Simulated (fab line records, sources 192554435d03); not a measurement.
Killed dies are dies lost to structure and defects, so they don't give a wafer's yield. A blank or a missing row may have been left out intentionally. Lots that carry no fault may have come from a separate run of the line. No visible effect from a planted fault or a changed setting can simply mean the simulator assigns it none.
Comparing a struck lot with a sound one | flow n5_finfet | 35 out of 1938 route steps
Sound: these wafers, L357.3, L357.4, L357.6. Wafers struck: L370.4, L370.5, L370.6. At the end, the cause is stated.
For every step that has rows: the tool of each side, followed by ch and its chambers, followed by its first start. Under that, the readings that differ: sound wafers | struck wafers | difference of the means | sigmas: that difference in standard deviations of wafers without a fault.
alike: same words and numbers on both sides, and readings whose means sit less than 2 such deviations apart. not compared: any withheld reading, any reading some wafer has no value for, any bound like >300 that may hide the same value, and any number with overlapping values for which the record gives no deviation.
Wherever a step has rows on one side only, a row that says differs or no value, or a row with sigmas, the two part there. Numbers that have no deviation but don't overlap get no sigmas and don't part them. Lack of a reading on every wafer of one side parts them only where that side has two or more wafers.

N5_BEOL_M3_ETCH_41: etches SiCN in CH3F/O2, target depth 29.9 nm, time 52.5 s.
  sound on rie_diel-01 ch 0,1,3; struck on rie_diel-01 ch 0,3
  alike: drypump_motor_current_A, oes_product_au, rf_vpp_V, showerhead_plenum_p_Torr, throttle_valve_pct
  not compared: rf_hours_counter_h
then, 1 step without rows for these wafers: N5_BEOL_M3_STRIP_97 (strips in N2/H2, time 10 s).
N5_BEOL_M3_OCD_MEAS_38:
  sound on ocd-02, day 8 11:44; struck on ocd-02, day 11 21:49
  alike: trench_depth_nm
then, 4 steps without rows for these wafers: N5_BEOL_M3_HM_STRIP_39 (strips TiN in peroxide tin strip, target depth 25 nm, time 158 s); N5_BEOL_M3_SRD_40 (time 30 s); N5_BEOL_M3_PRECLEAN_42 (cleans in residue remover, time 60 s); N5_BEOL_M3_SRD_43 (time 30 s).
N5_BEOL_M3_CD_MEAS_35: target cd 18 nm, target cd y 21 nm.
  sound on cd_sem-02, day 8 11:53; struck on cd_sem-01, day 11 21:58
  alike: cd_nm
then, 1 step without rows for these wafers: N5_BEOL_M3_DEGAS_44 (time 60 s).
N5_BEOL_M3_PRE_CLEAN_45: time 30 s.
  sound on pvd_sputter-03, day 8 12:01; struck on pvd_sputter-02, day 11 22:23
  alike: heater_power_w, susceptor_temp_C
then, 1 step without rows for these wafers: N5_BEOL_M3_ALD_84 (deposits TaN, pulse time 2 s, purge time 3 s, co reactant purge time 2 s).
N5_BEOL_M3_SURFACE_TREAT_85:
  sound on pvd_sputter-02, day 8 12:36; struck on pvd_sputter-01, day 11 22:43
  not compared: throttle_valve_pct
N5_BEOL_M3_CVD_47: deposits Co from CCTBA/H2, target thk 3 nm, time 223.8 s.
  sound on cvd_co-02 ch 0,2, day 8 12:40; struck on cvd_co-02 ch 0,1,2, day 11 23:05
  no value came back on the struck wafers for chamber_pressure_Torr (Torr), run_length_s (s); on the sound wafers chamber_pressure_Torr (Torr) reads 29.96 30.05 29.94
then, 10 steps without rows for these wafers: N5_BEOL_M3_SPUTTER_48 (material Cu, target thk 4.5 nm, time 8.29 s); N5_BEOL_M3_ANNEAL_49 (time 240 s); N5_BEOL_M3_SPUTTER_79 (material Cu, target thk 4.5 nm, time 8.29 s); N5_BEOL_M3_ANNEAL_80 (time 240 s); N5_BEOL_M3_SPUTTER_81 (material Cu, target thk 4.5 nm, time 8.29 s); N5_BEOL_M3_ANNEAL_82 (time 240 s); N5_BEOL_M3_SPUTTER_86 (material Cu, target thk 4.5 nm, time 8.29 s); N5_BEOL_M3_ANNEAL_87 (time 240 s); N5_BEOL_M3_SPUTTER_88 (material Cu, target thk 4.5 nm, time 8.29 s); N5_BEOL_M3_ANNEAL_89 (time 240 s).
N5_BEOL_M3_SPUTTER_90: material Cu, target thk 4.5 nm, time 8.29 s.
  sound on pvd_sputter-03, day 8 13:58; struck on pvd_sputter-01, day 12 02:16
  alike: susceptor_temp_C, throttle_valve_pct
then, 4 steps without rows for these wafers: N5_BEOL_M3_ANNEAL_91 (time 240 s); N5_BEOL_M3_SPUTTER_92 (material Cu, target thk 4.5 nm, time 8.29 s); N5_BEOL_M3_ANNEAL_93 (time 240 s); N5_BEOL_M3_SPUTTER_94 (material Cu, target thk 4.5 nm, time 8.29 s).
N5_BEOL_M3_ANNEAL_95: time 240 s.
  sound on pvd_sputter-03, day 8 14:29; struck on pvd_sputter-01, day 12 02:50
  alike: heater_power_w, susceptor_temp_C
then, 3 steps without rows for these wafers: N5_BEOL_M3_SPUTTER_96 (material Cu, target thk 4.5 nm, time 8.29 s); N5_BEOL_M3_ECD_50 (material Cu, target thk 300 nm); N5_BEOL_M3_ANNEAL_51 (time 90 s).
N5_BEOL_M3_CMP_52: polishes, stops on SiOC, t overpolish 6.8 s, target thk 40 nm.
  sound on cmp-01 ch 0,1,2, day 8 15:10; struck on cmp-04 ch 0,2,3, day 12 03:55
  reading                                | sound          | struck         | difference | sigmas
  barrier_field_endpoint_s (s)           | 25.4 24.7 25.2 | 21.7 20.8 21.6 | -3.7       | -5
  model.Cu_of_BEOL_M3_ECD_50.thk_nm (nm) | 39.2 38 38     | 44.6 44.4 42.8 | +5.5       |
  alike: clearing_platen_down_force_psi, edge_zone_pressure_frac, motor_current_A
N5_BEOL_M4_RC_MEAS_101:
  the record has rows for the sound wafers here (prober-02 ch 0, day 9 01:05) and none for the struck ones
-- a jump in the record: the struck wafers' starts before and after are 5 days apart (it breaks off in module BEOL_M4 and resumes in module PASSIVATION, where the first step shown is number 1936 of the route) --
N5_PASSIVATION_PROBE_49:
  only the struck wafers here have rows in the record (prober-02, day 17 09:56); the sound ones have none

WHERE THEY PART
Last at N5_PASSIVATION_PROBE_49 as far as this record goes, first at N5_BEOL_M3_CVD_47.

WHY: what had been put in by the simulator
Entire step skipped (cvd_co-02, N5_BEOL_M3_CVD_47), from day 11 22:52 onward. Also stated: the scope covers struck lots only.
